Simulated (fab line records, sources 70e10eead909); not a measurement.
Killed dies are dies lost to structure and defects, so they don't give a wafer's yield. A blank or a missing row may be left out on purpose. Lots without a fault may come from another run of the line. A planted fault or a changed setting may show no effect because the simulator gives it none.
fab line records | flow nand_harc
record lots=14 wafers=42 last_day=33
route steps=1302 shown A_BONDPAD@1226 HYBRID_BOND@1242 THIN_TSV@1262
lots that met no fault: from a run of the same line without faults
start_h: hours from the record's first day to the start of the lot's first wafer shown | wait_h: hours since the lot's step before | " the same as in the row above | L1.1+2: a row that stands for several wafers | - no value, or no start given | * or withheld: withheld | < > ~ a bound
route shown NAME@n: a module of which the file shows steps, and the number in the route of the first | usual: mean/standard deviation of fault-free wafers | same: alike in all rows | chamber/n: place in a boat | sites: the reading at each site | _std_site: their standard deviation | _edge_site: outer sites' mean less inner sites' | radius_mm: how far each site lies from the wafer's centre | mask NAME#n: copy n | behind: the tool/chamber that last shaped the wafer | hold: why the lot was held/for how many hours/how that ended | device: the transistor (n, p or np) that didn't switch | end of line: the same wafers' tests at the end of the route | a step without rows: its recipe alone | killed: dies lost to structure and defects at the first sort, not the wafer's yield | map: a wafer's dies, x killed, . not, _ none there
set.NAME: the setting as run; set.NAME@STEP: as run at that earlier step | model.NAME: the simulator's own value behind a step, which no gauge read
steps of the route over a sample of lots; a table a step, a row a wafer
services: from which hour (start_h, from the record's first day; less than 0 if before it) a tool's chamber was out of use, for how many hours, and why
## steps
# step NHARC_A_BONDPAD_PRE_CLEAN_26
# recipe time_s=30 temp_c=280 gas=H2/He
# usual heater_power_w=424/42
# columns lot.wafer tool chamber start_h wait_h heater_power_w
L189.1 pvd_sputter-02 - - - 459
L189.3 " - " " 448
L189.4 " - " " 491
L191.2 pvd_sputter-02 - - - 420
L191.6 " - " " 451
L191.5 " - " " 490
L193.3 pvd_sputter-02 - - - 448
L193.4 " - " " 433
L193.6 " - " " 493
L194.2 pvd_sputter-01 - - - 344
L194.3 " - " " 417
L194.5 " - " " 398
L197.2 pvd_sputter-03 - - - 352
L197.1 " - " " 390
L197.6 " - " " 436
L195.3 pvd_sputter-02 - - - 448
L195.1 " - " " 424
L195.6 " - " " 452
L198.3 pvd_sputter-02 - - - 454
L198.1 " - " " 499
L198.5 " - " " 453
L199.4 pvd_sputter-02 - - - 485
L199.6 " - " " 439
L199.5 " - " " 420
L207.1 pvd_sputter-01 - - - 341
L207.4 " - " " 472
L207.5 " - " " 342
L208.4 pvd_sputter-03 - - - 459
L208.1 " - " " 378
L208.5 " - " " 383
L210.2 pvd_sputter-02 - - - 477
L210.3 " - " " 428
L210.6 " - " " 476
L212.4 pvd_sputter-03 - - - 452
L212.3 " - " " 367
L212.6 " - " " 377
L209.2 pvd_sputter-02 - - - 442
L209.1 " - " " 415
L209.4 " - " " 421
L211.1 pvd_sputter-02 - - - 421
L211.6 " - " " 481
L211.5 " - " " 430
# step NHARC_HYBRID_BOND_OVL_MEAS_05
# usual overlay_x_nm=3/32 overlay_y_nm=1/33
# columns lot.wafer tool chamber start_h wait_h overlay_x_nm overlay_y_nm
L189.1 overlay-01 - 561.52 0.4 11 -15
L189.3 " - " " 5 -38
L189.4 " - " " -1 40
L191.2 overlay-02 - 566.97 0.4 39 36
L191.5 " - " " 17 -46
L191.6 " - " " -41 0
L194.2 overlay-01 - 579.59 0.4 0 61
L194.3 " - " " 76 -13
L194.5 " - " " -31 -3
L193.3 overlay-02 - 579.59 0.4 -5 14
L193.4 " - " " 26 49
L193.6 " - " " 37 -35
L197.1 overlay-01 - 616.26 0.4 44 33
L197.2 " - " " -31 -3
L197.6 " - " " 29 4
L195.1 overlay-02 - 624.56 0.4 -16 -3
L195.3 " - " " 17 -4
L195.6 " - " " 27 21
L198.1 overlay-01 - 624.56 0.4 8 -13
L198.3 " - " " 6 -62
L198.5 " - " " 2 -70
L199.4 overlay-02 - 667.72 0.4 -56 24
L199.5 " - " " -18 17
L199.6 " - " " 32 18
L207.1 overlay-02 - 702.56 0.4 44 9
L207.4 " - " " -15 -32
L207.5 " - " " -58 -20
L208.1 overlay-02 - 753.00 0.4 -2 -47
L208.4 " - " " 0 32
L208.5 " - " " 63 50
L210.2 overlay-02 - 753.01 0.4 8 -31
L210.3 " - " " 21 -4
L210.6 " - " " -39 7
L212.3 overlay-02 - 753.02 0.4 -42 -8
L212.4 " - " " -45 30
L212.6 " - " " -25 -9
L209.1 overlay-02 - 758.77 0.4 35 -9
L209.2 " - " " 66 42
L209.4 " - " " -37 -47
L211.1 overlay-02 - 772.43 0.4 40 34
L211.5 " - " " -6 55
L211.6 " - " " -9 -36
# step NHARC_THIN_TSV_ETCH_44
# recipe target_depth_a=15942 time_s=797.1 cf4_flow_sccm=150 o2_flow_sccm=10 ar_flow_sccm=0 rf_w=300 bias_w=800 chemistry=CF4/O2
# usual chamber_pressure_mTorr=30.004/0.028 drypump_motor_current_A=5.7/0.38 oes_product_au=1.004/0.0088 rf_fwd_power_W=299.6/0.91 rf_vpp_V=794/5.1 showerhead_plenum_p_Torr=1.83/0.083 throttle_valve_pct=16.915/0.0092
# columns lot.wafer tool chamber start_h wait_h chamber_pressure_mTorr drypump_motor_current_A oes_product_au rf_fwd_power_W rf_hours_counter_h rf_vpp_V showerhead_plenum_p_Torr throttle_valve_pct
L189.1 rie_diel-09 3 564.49 0.1 30.037 5.9 1.007 299.1 3 800 1.93 16.919
L189.3 " 0 " " 29.998 6.3 1.002 299.8 2 797 1.88 16.917
L189.4 " 1 " " 30.002 5.3 1.003 298.1 3 799 1.88 16.915
L191.2 rie_diel-12 3 570.05 0.2 30.009 5.7 0.994 299.7 7 800 1.93 16.901
L191.6 " 1 " " 29.978 5.4 0.993 299.7 - 801 1.95 16.914
L191.5 " 2 " " 29.954 5.3 1.011 298.1 - 787 1.72 16.907
L193.3 rie_diel-13 0 582.59 0.1 30.003 6.0 1.003 298.8 3 788 1.72 16.912
L193.6 " 0 " " 30.044 6.0 1.001 299.7 - 787 1.72 16.917
L193.4 " 1 " " 30.022 6.1 0.995 300.1 - 796 1.87 16.918
L194.3 rie_diel-12 1 584.09 0.1 29.973 5.4 1.008 298.6 8 802 1.95 16.923
L194.2 " 0 " " 30.022 5.9 1.011 300.6 9 790 1.76 16.913
L194.5 " 2 " " 30.012 5.3 1.020 300.6 - 787 1.72 16.906
L197.2 rie_diel-13 0 620.44 0.1 29.973 6.0 1.006 299.4 6 789 1.72 16.908
L197.1 " 1 " " 29.978 6.1 1.013 299.3 5 796 1.87 16.924
L197.6 " 1 " " 29.999 6.0 1.000 301.1 - 796 1.87 16.922
L195.1 rie_diel-13 0 627.68 0.2 30.012 6.0 1.002 301.3 6 787 1.72 16.921
L195.3 " 1 " " 29.969 6.1 1.003 300.9 6 796 1.87 16.931
L195.6 " 2 " " 30.015 5.1 1.005 300.5 - 797 1.87 16.920
L198.3 rie_diel-13 1 628.77 0.1 29.973 6.0 1.001 299.2 6 797 1.87 16.936
L198.1 " 0 " " 30.015 6.1 0.755 181.3 7 787 1.72 16.900
L198.5 " 2 " " 29.979 5.1 1.000 298.5 - 796 1.87 16.913
L199.4 rie_diel-13 0 670.70 0.1 29.996 6.0 0.752 178.0 9 788 1.72 16.901
L199.5 " 0 " " 30.015 6.0 0.756 179.2 - 786 1.72 16.929
L199.6 " 1 " " 30.069 6.1 1.009 299.9 - 798 1.87 16.911
L207.4 rie_diel-09 0 705.61 0.1 30.029 6.4 1.000 300.2 1 796 1.87 16.918
L207.1 " 1 " " 29.988 5.2 0.988 298.4 2 797 1.88 16.931
L207.5 " 0 " " 29.962 6.4 1.006 300.4 - 798 1.87 16.903
L208.1 rie_diel-13 2 756.09 0.2 30.023 5.1 1.011 300.4 3 797 1.87 16.905
L208.4 " 3 " " 30.002 6.0 1.005 300.8 3 793 1.80 16.915
L208.5 " 0 " " 30.020 6.0 0.993 299.3 - 787 1.71 16.920
L210.2 rie_diel-13 3 757.16 0.1 30.031 5.9 0.996 300.2 3 792 1.80 16.910
L210.3 " 1 " " 30.005 6.1 0.991 299.5 3 797 1.87 16.916
L210.6 " 3 " " 29.972 5.9 0.986 301.3 - 792 1.80 16.921
L212.3 rie_diel-13 0 758.42 0.1 29.998 6.0 0.999 300.9 4 788 1.71 16.919
L212.4 " 2 " " 30.026 5.1 1.007 300.0 3 796 1.87 16.902
L212.6 " 3 " " 30.031 5.9 1.007 299.2 - 793 1.80 16.904
L209.4 rie_diel-12 1 761.76 0.1 30.014 5.3 1.026 300.1 5 800 1.95 16.913
L209.1 " 3 " " 30.001 5.7 0.994 300.6 6 800 1.93 16.924
L209.2 " 0 " " 30.007 5.9 1.007 299.0 5 789 1.76 16.915
L211.1 rie_diel-09 0 776.00 0.2 30.043 6.4 1.012 299.1 5 796 1.87 16.931
L211.6 " 1 " " 29.983 5.3 0.991 300.9 - 797 1.88 16.915
L211.5 " 2 " " 29.960 6.2 0.995 298.9 - 798 1.92 16.918
# step NHARC_THIN_TSV_PRE_CLEAN_50
# recipe time_s=30 temp_c=280 gas=H2/He
# usual heater_power_w=417/42
# columns lot.wafer tool chamber start_h wait_h heater_power_w
L189.1 pvd_sputter-02 - - - 455
L189.3 " - " " 481
L189.4 " - " " 420
L191.2 pvd_sputter-03 - - - 445
L191.5 " - " " 363
L191.6 " - " " 447
L193.4 pvd_sputter-02 - - - 459
L193.3 " - " " 443
L193.6 " - " " 456
L194.2 pvd_sputter-02 - - - 485
L194.3 " - " " 430
L194.5 " - " " 436
L197.2 pvd_sputter-01 - - - 358
L197.1 " - " " 391
L197.6 " - " " 344
L195.3 pvd_sputter-01 - - - 343
L195.1 " - " " 395
L195.6 " - " " 395
L198.1 pvd_sputter-02 - - - 448
L198.3 " - " " 449
L198.5 " - " " 491
L199.4 pvd_sputter-02 - - - 433
L199.6 " - " " 425
L199.5 " - " " 430
L207.1 pvd_sputter-01 - - - 402
L207.4 " - " " 395
L207.5 " - " " 391
L208.4 pvd_sputter-01 - - - 470
L208.1 " - " " 393
L208.5 " - " " 468
L210.2 pvd_sputter-01 - - - 456
L210.3 " - " " 400
L210.6 " - " " 402
L212.3 pvd_sputter-02 - - - 483
L212.4 " - " " 422
L212.6 " - " " 409
L209.1 pvd_sputter-03 - - - 444
L209.4 " - " " 378
L209.2 " - " " 374
L211.1 pvd_sputter-01 - - - 456
L211.6 " - " " 348
L211.5 " - " " 404
## services
# columns tool chamber start_h hours kind
rie_diel-13 1 524.91 8.3 repair
rie_diel-13 0 528.06 - clean
pvd_sputter-03 - 538.22 10.0 pm
rie_diel-12 2 546.05 4.6 repair
rie_diel-12 - 566.82 0.9 repair
rie_diel-13 3 578.80 7.1 repair
pvd_sputter-01 - 582.00 10.0 pm
rie_diel-12 3 614.54 14.1 repair
rie_diel-12 - 622.41 9.0 pm
pvd_sputter-02 - 638.08 10.0 pm
rie_diel-12 1 648.93 7.2 repair
pvd_sputter-03 - 663.61 0.7 repair
pvd_sputter-01 - 669.47 1.7 repair
rie_diel-09 - 674.18 9.0 pm
pvd_sputter-03 - 678.42 0.5 repair
pvd_sputter-01 - 685.02 4.3 repair
rie_diel-09 2 694.48 4.7 repair
rie_diel-13 - 696.06 9.0 pm
rie_diel-09 - 703.67 0.4 repair
pvd_sputter-03 - 716.22 10.0 pm
rie_diel-13 - 742.04 1.7 repair
rie_diel-09 2 742.54 6.4 repair
pvd_sputter-02 - 752.12 5.2 repair
rie_diel-12 1 753.54 2.9 repair
## key
first_sign step=NHARC_THIN_TSV_ETCH_44 reading=rf_fwd_power_W direction=down sigmas=99+ usual=* struck=*
effect step=NHARC_THIN_TSV_ETCH_44 reading=oes_product_au direction=down sigmas=28 usual=1.004 struck=0.754
met_at NHARC_THIN_TSV_ETCH_44
struck_lots L198,L199
struck_wafers L198.1,L199.4,L199.5
later_rows_left_out L198.1,L199.4,L199.5
sort_left_out L198.1,L199.4,L199.5
not_acting_at NHARC_A_BONDPAD_PRE_CLEAN_26,NHARC_HYBRID_BOND_OVL_MEAS_05,NHARC_THIN_TSV_PRE_CLEAN_50
onset_between 627.68 628.77
fault kind=process_parameter_drift tool=rie_diel-13 chamber=0 onset_h=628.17 steps=NHARC_THIN_TSV_ETCH_44 channel=rf_w offset=* shape=step end_h=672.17 acts_in=* stated=*
# sort_left_out: the simulated sort isn't trusted on such a fault, so these wafers' sort isn't shown, and their yield isn't known
# later_rows_left_out: the simulator's readings of these wafers behind a module that went badly wrong aren't trusted and aren't shown, but for the sort
